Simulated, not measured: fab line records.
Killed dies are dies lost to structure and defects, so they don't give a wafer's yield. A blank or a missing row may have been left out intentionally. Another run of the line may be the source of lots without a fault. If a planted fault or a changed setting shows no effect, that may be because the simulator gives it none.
Lot-split experiment :: flow n5-finfet :: 7 lots, 21 wafers read, on a route of 1938 steps

== THE SPLIT ==
At N5_BEOL_M11_COAT_05 (resist thk 90 nm), the setting spin-rpm was moved away from the recipe's 1500 rpm on 5 of the 21 wafers read, by -9.7% to +6.3%. This setting was run at the recipe's value on the other wafers.

== FROM THE SPLIT TO THE READING: what the file shows between them, 5 steps ==
- N5_BEOL_M11_EXPOSE_08: exposes mask M11 (also split here: dose-mj)
- N5_BEOL_M11_PEB_09: peb time 60 s
- N5_BEOL_M11_DEVELOP_10: develop time 30 s
- N5_BEOL_M11_CD_MEAS_11: target cd 64.1 nm
- N5_BEOL_M11_DESCUM_16: chemistry O2, time 7.9 s

== THE READING ==
CAR-ArF_of_BEOL_M11_COAT_05.thk-nm (the simulator's own value, which no gauge read), in nm, at N5_BEOL_M11_ETCH_61 (etches SiARC in CF4, target depth 39 nm, time 65 s). The file gives no usual value for it. The 16 wafers here that ran the recipe average 55.7 nm, standard deviation 0.31 nm.

wafer: L075.1
tool, chamber at the split: litho-track-02, 0
spin-rpm as run, rpm: 1500
against the recipe: recipe
CAR-ArF_of_BEOL_M11_COAT_05.thk-nm, nm: 55.4
against lot-mates on the recipe: -

wafer: L075.2
tool, chamber at the split: litho-track-02, 0
spin-rpm as run, rpm: 1500
against the recipe: recipe
CAR-ArF_of_BEOL_M11_COAT_05.thk-nm, nm: 55
against lot-mates on the recipe: -

wafer: L075.4
tool, chamber at the split: litho-track-02, 0
spin-rpm as run, rpm: 1500
against the recipe: recipe
CAR-ArF_of_BEOL_M11_COAT_05.thk-nm, nm: 55.2
against lot-mates on the recipe: -

wafer: L086.2
tool, chamber at the split: litho-track-05, 0
spin-rpm as run, rpm: 1500
against the recipe: recipe
CAR-ArF_of_BEOL_M11_COAT_05.thk-nm, nm: 55.6
against lot-mates on the recipe: -

wafer: L086.3
tool, chamber at the split: litho-track-05, 0
spin-rpm as run, rpm: 1500
against the recipe: recipe
CAR-ArF_of_BEOL_M11_COAT_05.thk-nm, nm: 55.4
against lot-mates on the recipe: -

wafer: L086.4
tool, chamber at the split: litho-track-05, 0
spin-rpm as run, rpm: 1500
against the recipe: recipe
CAR-ArF_of_BEOL_M11_COAT_05.thk-nm, nm: 55.8
against lot-mates on the recipe: -

wafer: L087.2
tool, chamber at the split: litho-track-05, 0
spin-rpm as run, rpm: 1500
against the recipe: recipe
CAR-ArF_of_BEOL_M11_COAT_05.thk-nm, nm: 55.8
against lot-mates on the recipe: -

wafer: L087.4
tool, chamber at the split: litho-track-05, 0
spin-rpm as run, rpm: 1500
against the recipe: recipe
CAR-ArF_of_BEOL_M11_COAT_05.thk-nm, nm: 56.2
against lot-mates on the recipe: -

wafer: L087.5
tool, chamber at the split: litho-track-05, 0
spin-rpm as run, rpm: 1500
against the recipe: recipe
CAR-ArF_of_BEOL_M11_COAT_05.thk-nm, nm: 56.2
against lot-mates on the recipe: -

wafer: L092.2
tool, chamber at the split: litho-track-04, 0
spin-rpm as run, rpm: 1355
against the recipe: -9.7%
CAR-ArF_of_BEOL_M11_COAT_05.thk-nm, nm: 60.2
against lot-mates on the recipe: +4.4

wafer: L092.3
tool, chamber at the split: litho-track-04, 0
spin-rpm as run, rpm: 1500
against the recipe: recipe
CAR-ArF_of_BEOL_M11_COAT_05.thk-nm, nm: 55.8
against lot-mates on the recipe: -

wafer: L092.5
tool, chamber at the split: litho-track-04, 0
spin-rpm as run, rpm: 1355
against the recipe: -9.7%
CAR-ArF_of_BEOL_M11_COAT_05.thk-nm, nm: 60.4
against lot-mates on the recipe: +4.6

wafer: L091.1
tool, chamber at the split: litho-track-04, 0
spin-rpm as run, rpm: 1500
against the recipe: recipe
CAR-ArF_of_BEOL_M11_COAT_05.thk-nm, nm: 55.6
against lot-mates on the recipe: -

wafer: L091.3
tool, chamber at the split: litho-track-04, 0
spin-rpm as run, rpm: 1500
against the recipe: recipe
CAR-ArF_of_BEOL_M11_COAT_05.thk-nm, nm: 55.6
against lot-mates on the recipe: -

wafer: L091.5
tool, chamber at the split: litho-track-04, 0
spin-rpm as run, rpm: 1500
against the recipe: recipe
CAR-ArF_of_BEOL_M11_COAT_05.thk-nm, nm: 55.6
against lot-mates on the recipe: -

wafer: L090.1
tool, chamber at the split: litho-track-05, 0
spin-rpm as run, rpm: 1595
against the recipe: +6.3%
CAR-ArF_of_BEOL_M11_COAT_05.thk-nm, nm: 52.6
against lot-mates on the recipe: -3.0

wafer: L090.3
tool, chamber at the split: litho-track-05, 0
spin-rpm as run, rpm: 1500
against the recipe: recipe
CAR-ArF_of_BEOL_M11_COAT_05.thk-nm, nm: 55.6
against lot-mates on the recipe: -

wafer: L090.4
tool, chamber at the split: litho-track-05, 0
spin-rpm as run, rpm: 1595
against the recipe: +6.3%
CAR-ArF_of_BEOL_M11_COAT_05.thk-nm, nm: 52.8
against lot-mates on the recipe: -2.8

wafer: L093.1
tool, chamber at the split: litho-track-02, 0
spin-rpm as run, rpm: 1500
against the recipe: recipe
CAR-ArF_of_BEOL_M11_COAT_05.thk-nm, nm: 55.8
against lot-mates on the recipe: -

wafer: L093.4
tool, chamber at the split: litho-track-02, 0
spin-rpm as run, rpm: 1500
against the recipe: recipe
CAR-ArF_of_BEOL_M11_COAT_05.thk-nm, nm: 56
against lot-mates on the recipe: -

wafer: L093.5
tool, chamber at the split: litho-track-02, 0
spin-rpm as run, rpm: 1365
against the recipe: -9.0%
CAR-ArF_of_BEOL_M11_COAT_05.thk-nm, nm: 60
against lot-mates on the recipe: +4.1

FIT RESULTS
A straight line over all 21 wafers: CAR-ArF_of_BEOL_M11_COAT_05.thk-nm changes by -0.477 nm for each +1% of spin-rpm; r = -0.99; the points scatter about the line by 0.29 nm.
The same after taking each lot's own level away (the mean of its wafers on the recipe; 21 wafers): -0.461 nm for each +1%; r = -1.00; scatter 0.13 nm.
On that fit, the largest move of spin-rpm shifts the reading by 4.5 nm.
Measured against the standard deviation above, the lots' own levels, which go from 55.20 to 56.07 nm, span 2.8 times it.
The two slopes are in agreement: the lot-to-lot level therefore moves the slope only a little.
Check: for one of the wafers moved furthest among these (-9.7%), held out of the fit, the line's prediction against its lot-mates is +4.49 nm. It came out at +4.4 nm against them.

== ADDITIONAL SPLITS CARRIED BY THESE WAFERS ==
Other splits were also applied to these wafers ahead of the reading. Each is held against what the fit with the lots' levels taken away leaves over:
other split on the same wafers: N5_BEOL_M10_COAT_63 spin-rpm
wafers away from the commonest value: 8
r with CAR-ArF_of_BEOL_M11_COAT_05.thk-nm (lot level and that fit taken away): +0.19

other split on the same wafers: N5_BEOL_M10_DEVELOP_27 develop-time-s
wafers away from the commonest value: 7
r with CAR-ArF_of_BEOL_M11_COAT_05.thk-nm (lot level and that fit taken away): -0.20

other split on the same wafers: N5_BEOL_M11_EXPOSE_08 dose-mj
wafers away from the commonest value: 8
r with CAR-ArF_of_BEOL_M11_COAT_05.thk-nm (lot level and that fit taken away): -0.07

== THE WHOLE CHAIN: every reading that the file lists as answering this split, in the file's order ==
step: N5_BEOL_M11_COAT_05
what it does: resist thk 90 nm
reading: CAR-ArF_of_BEOL_M11_COAT_05.thk-nm (the simulator's own value, which no gauge read)
change (the file's fit): -0.471 nm for each +1% of the setting
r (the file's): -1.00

step: N5_BEOL_M11_DEVELOP_10
what it does: develop time 30 s
reading: CAR-ArF_of_BEOL_M11_COAT_05.thk-nm (the simulator's own value, which no gauge read)
change (the file's fit): -0.477 nm for each +1% of the setting
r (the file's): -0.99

step: N5_BEOL_M11_ETCH_61
what it does: etches SiARC in CF4, target depth 39 nm, time 65 s
reading: CAR-ArF_of_BEOL_M11_COAT_05.thk-nm (the simulator's own value, which no gauge read)
change (the file's fit): -0.46 nm for each +1% of the setting
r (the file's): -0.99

== FILE'S OWN FIT ==
CAR-ArF_of_BEOL_M11_COAT_05.thk-nm changes by -0.46 nm for each +1% of spin-rpm, r = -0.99.
